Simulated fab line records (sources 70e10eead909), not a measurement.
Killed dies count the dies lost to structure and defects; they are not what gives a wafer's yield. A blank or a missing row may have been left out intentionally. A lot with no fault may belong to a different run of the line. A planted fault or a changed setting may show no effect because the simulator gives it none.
Which tool was responsible? -- flow nandHarc -- 6 lots with 18 wafers sampled at 4 steps, on a route of 1159 steps

== WHAT EACH GAUGE READ, for each wafer ==
NHARC_END_SORT_01.
lot,measured,on,killedAtPeriphery
L520,day 20 16:10,prober-01,5 0 0
L525,day 21 18:07,prober-02,1 1 0
L526,day 22 01:08,prober-01,1 1 2
L529,day 22 16:44,prober-01,3 2 2
L535,day 24 00:08,prober-01,3 1 1
L537,day 24 16:04,prober-02,2 0 3

== EACH LOT AND THE TOOL THAT RAN IT (in order: tool; ch and the chambers of the sampled wafers; start) ==
lot,NHARC_THIN_TSV_CMP_01,NHARC_THIN_TSV_DEGAS_49,NHARC_THIN_TSV_ANNEAL_58
L520,"cmp-03 ch 0,2, day 19 23:14","pvdSputter-02, day 20 03:23","furnace-01 ch 0, day 20 10:52"
L525,"cmp-02 ch 0,2,3, day 20 19:21","pvdSputter-03, day 20 23:24","furnace-06 ch 0, day 21 05:45"
L526,"cmp-02 ch 0,2,3, day 21 09:37","pvdSputter-03, day 21 13:37","furnace-06 ch 0, day 21 19:53"
L529,"cmp-03 ch 0,1,3, day 21 21:58","pvdSputter-02, day 22 02:14","furnace-07 ch 0, day 22 08:53"
L535,"cmp-02 ch 1,3, day 23 05:10","pvdSputter-03, day 23 09:10","furnace-01 ch 0, day 23 18:50"
L537,"cmp-01 ch 0,3, day 23 21:38","pvdSputter-03, day 24 01:43","furnace-01 ch 0, day 24 09:17"
- NHARC_THIN_TSV_CMP_01: polishes.
- NHARC_THIN_TSV_DEGAS_49: time 120 s.
- NHARC_THIN_TSV_ANNEAL_58: time 1800 s.

== THE ANSWER, worked out from the rows above alone ==
Rule: usual is defined by the lots themselves. The widest of any qualifying gaps counts: lots, ordered by their means at a reading, are off when they make up no more than a third of the lots, leave a main group of 4 or more, and stand apart from it by 3 or more times the standard deviation of that group's means. The tables above print the reading to a certain number of digits; a main group whose means all agree to those digits is not used. Also off: a lot with no number at a reading for which 4 or more lots have one. All remaining lots with rows at the step are treated as sound.
Nothing can be told from this: no lot is off at any reading shown.

== WHAT THE SIMULATOR HAD INSERTED ==
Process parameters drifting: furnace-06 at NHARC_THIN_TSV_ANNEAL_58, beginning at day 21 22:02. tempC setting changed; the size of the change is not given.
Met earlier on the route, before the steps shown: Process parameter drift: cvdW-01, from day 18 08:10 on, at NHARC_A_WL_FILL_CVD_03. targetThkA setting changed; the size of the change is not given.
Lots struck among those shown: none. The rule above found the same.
